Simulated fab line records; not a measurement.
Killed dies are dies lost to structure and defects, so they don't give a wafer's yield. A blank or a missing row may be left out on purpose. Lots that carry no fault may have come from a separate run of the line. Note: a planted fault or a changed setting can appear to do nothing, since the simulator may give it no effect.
Struck lot and sound lot, side by side	flow nand_harc	14 steps out of a route of 1302
Sound: these wafers, L953.2, L953.3, L953.5. Wafers struck: L946.1, L946.2, L946.5. Last of all comes the cause.
Order at every step that has rows: each side's tool, ch and its chambers, its first start. Under that, the readings that differ: sound wafers	struck wafers	difference of the means	sigmas: that difference in standard deviations of wafers without a fault.
alike: a reading whose means differ by less than 2 such deviations, as well as words and numbers matching on both sides. not compared: withheld readings; readings where some wafer has no value; bounds like >300 that might hide an equal value; numbers whose values overlap and for which the record gives no deviation.
A row with sigmas, a row that says differs or no value, or rows on one side alone: a step with any of these is where the two part. Numbers that have no deviation but don't overlap get no sigmas and don't part them. Lack of a reading on every wafer of one side parts them only where that side has two or more wafers.

NHARC_A_SGD_CUT_INSPECT_11:
  sound on defect_inspect-02, day 25 02:33; struck on defect_inspect-02, day 23 07:06
  alike: raw_defect_count
NHARC_A_SGD_CUT_DESCUM_14: chemistry O2, time 3 s.
  sound on rie_diel-01 ch 0,2,3, day 25 02:38; struck on rie_diel-11 ch 1,3, day 23 07:10
reading	sound	struck	difference	sigmas
showerhead_plenum_p_Torr (Torr)	1.80 1.88 1.79	2.04 2.04 2.04	+0.22	+3
  alike: drypump_motor_current_A, o2_flow_sccm, oes_product_au, rf_vpp_V, throttle_valve_pct
  not compared: rf_hours_counter_h
NHARC_A_SGD_CUT_ETCH_58: etches the open film in CF4, target depth 39 nm, time 65 s.
  sound on rie_diel-01 ch 1,2,3, day 25 02:42; struck on rie_diel-11 ch 2,3, day 23 07:16
reading	sound	struck	difference	sigmas
showerhead_plenum_p_Torr (Torr)	1.67 1.66 1.66	1.88 1.78 1.78	+0.15	+2
  alike: drypump_motor_current_A, oes_product_au, rf_vpp_V, throttle_valve_pct
  not compared: rf_hours_counter_h
then, 1 step without rows for these wafers: NHARC_A_SGD_CUT_ETCH_59 (etches the open film in N2/H2, target depth 260 nm, time 406.25 s).
NHARC_A_SGD_CUT_ETCH_15: etches the open film in CH3F/O2, target depth 75 nm, time 64.3 s.
  sound on rie_diel-01 ch 0,3; struck on rie_diel-11 ch 1,2
  alike: drypump_motor_current_A, o2_flow_sccm, oes_product_au, rf_vpp_V, showerhead_plenum_p_Torr, throttle_valve_pct
  not compared: rf_hours_counter_h
NHARC_A_SGD_CUT_ETCH_16: etches the open film in C4F8/O2/Ar, target depth 310.5 nm, time 155.2 s.
  sound on rie_diel-01 ch 0,1,3; struck on rie_diel-11 ch 1,2
reading	sound	struck	difference	sigmas
rf_vpp_V (V)	717 722 716	730 724 731	+10	+2
  alike: oes_product_au
  not compared: rf_hours_counter_h
then, 1 step without rows for these wafers: NHARC_A_SGD_CUT_STRIP_60 (strips in C4F8/O2/Ar).
NHARC_A_SGD_CUT_STRIP_17: strips in O2.
  sound on rie_diel-01 ch 0,3; struck on rie_diel-11 ch 1,2
reading	sound	struck	difference	sigmas
showerhead_plenum_p_Torr (Torr)	3.33 3.47 3.33	3.75 3.55 3.75	+0.31	+2
  alike: drypump_motor_current_A, o2_flow_sccm, oes_product_au, rf_vpp_V, throttle_valve_pct
  not compared: rf_hours_counter_h
then, 4 steps without rows for these wafers: NHARC_A_SGD_CUT_PRECLEAN_18 (cleans in SC1); NHARC_A_SGD_CUT_SRD_19; NHARC_A_SGD_CUT_DEP_20 (deposits SiO2, target thk 150 nm); NHARC_A_SGD_CUT_ANNEAL_27 (time 1800 s).
NHARC_A_SGD_CUT_CMP_21: polishes, target thk 148.19 nm.
  sound on cmp-04 ch 0,2,3, day 25 08:43; struck on cmp-01 ch 0,3, day 23 13:07
  no value came back on the struck wafers for edge_zone_pressure_frac, motor_current_A (A), time_to_endpoint_s (s); on the sound wafers edge_zone_pressure_frac reads 1.006 0.999 1.003
-- record jumps: 5 days between struck wafers' starts before vs after; left off in module A_SGD_CUT, resumes in module END, first step shown is number 1302 of the route --
NHARC_END_SORT_01:
  sound on prober-01 ch 0, day 30 05:11; struck on prober-01 ch 0, day 28 14:25
reading	sound	struck	difference	sigmas
killed_at_array	64 73 59	665 663 660	+597	+33
killed_at_other	0 0 0	3 7 3	+4	+3
killed_dies	65 79 65	677 677 677	+607	+34
  alike: killed_at_periphery, killed_open, killed_short

== WHERE THEY PART ==
First at NHARC_A_SGD_CUT_DESCUM_14; last, within this record, at NHARC_END_SORT_01.

WHY: whatever the simulator had introduced
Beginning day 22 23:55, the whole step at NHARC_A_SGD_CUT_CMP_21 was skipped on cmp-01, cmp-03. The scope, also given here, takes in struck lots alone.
